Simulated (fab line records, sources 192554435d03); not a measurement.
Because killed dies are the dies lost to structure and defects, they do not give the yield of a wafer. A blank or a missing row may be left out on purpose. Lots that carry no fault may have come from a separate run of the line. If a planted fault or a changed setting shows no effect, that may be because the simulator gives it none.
Problem report in the 8D (eight disciplines) form, filled by code	flow n5Finfet	the parts of the form that need people (team, actions taken, sign-off) are left out

## 1. THE ISSUE
beamEnergyKeV at N5_WELL_APT_IMPLANT_15 reads a mean of 31.384 on 9 wafers of 3 lots; wafers without a fault read 25.001 with a standard deviation of 0.0071. So: +99 or more standard deviations from the usual mean.
The first sign was on wafer L925.3 at day 4 14:05, on implanter-02. The record has a number at this step for 21 wafers belonging to 7 lots. Rule for "out", or "out of limits": more than 4 standard deviations from the usual mean. Any other wafer with a number is counted as sound.

## 2. WHAT IT IS AND WHAT IT IS NOT
question	is	is not
which readings at this step	beamEnergyKeV	-
which lots	L925, L926, L927	L914, L921, L930, L935
which wafers of those lots	all that have a number	-
read on which tools	implanter-02	implanter-01
when	from day 4 14:05	up to then (6 sound wafers); but 6 sound wafers of L930, L935 came after

## 3. WHAT RULES OUT EACH SUSPECT
Counting: a tool at any process step up to the reading remains a suspect when it ran all the lots that are out and ran no sound lot after the first of those.
- implanter-02 at N5_WELL_APT_IMPLANT_15: kept. Every lot that is out went through it, starting with L925 (day 4 14:05), and after that it ran no sound lot; the last sound lot it ran before then is L914 (day 1 20:26). On those wafers its own readings are out: beamEnergyKeV.
Remaining after the count: implanter-02 at N5_WELL_APT_IMPLANT_15.

## 4. THE CAUSE (what the simulator had put in)
Process parameter drift: implanter-02, from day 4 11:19 on, at N5_WELL_APT_IMPLANT_15. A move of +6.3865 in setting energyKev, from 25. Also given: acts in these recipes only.
The count eliminated every tool but this one.

## 5. THE EFFECT CHAIN, in route order
One row per reading whose mean, taken over the struck wafers that have a number, lies over 3 standard deviations from the usual. Only readings for which the record gives a usual standard deviation are gone through. hours: the time from each lot's start at the first step in this table that gives one to its start at this step, as a median over the lots. sigmas: the change in usual standard deviations.
hours	step	reading	usual	on struck wafers	change	sigmas
0	N5_WELL_APT_IMPLANT_15	beamEnergyKeV	25.001	31.384	+6.383	+99 or more
It contains these process steps:
- N5_WELL_APT_IMPLANT_15

## 6. HOW IT WOULD HAVE BEEN CAUGHT EARLIER
In this record the first reading out of limits was taken at day 4 14:05, 3 hours after the fault began at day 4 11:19.
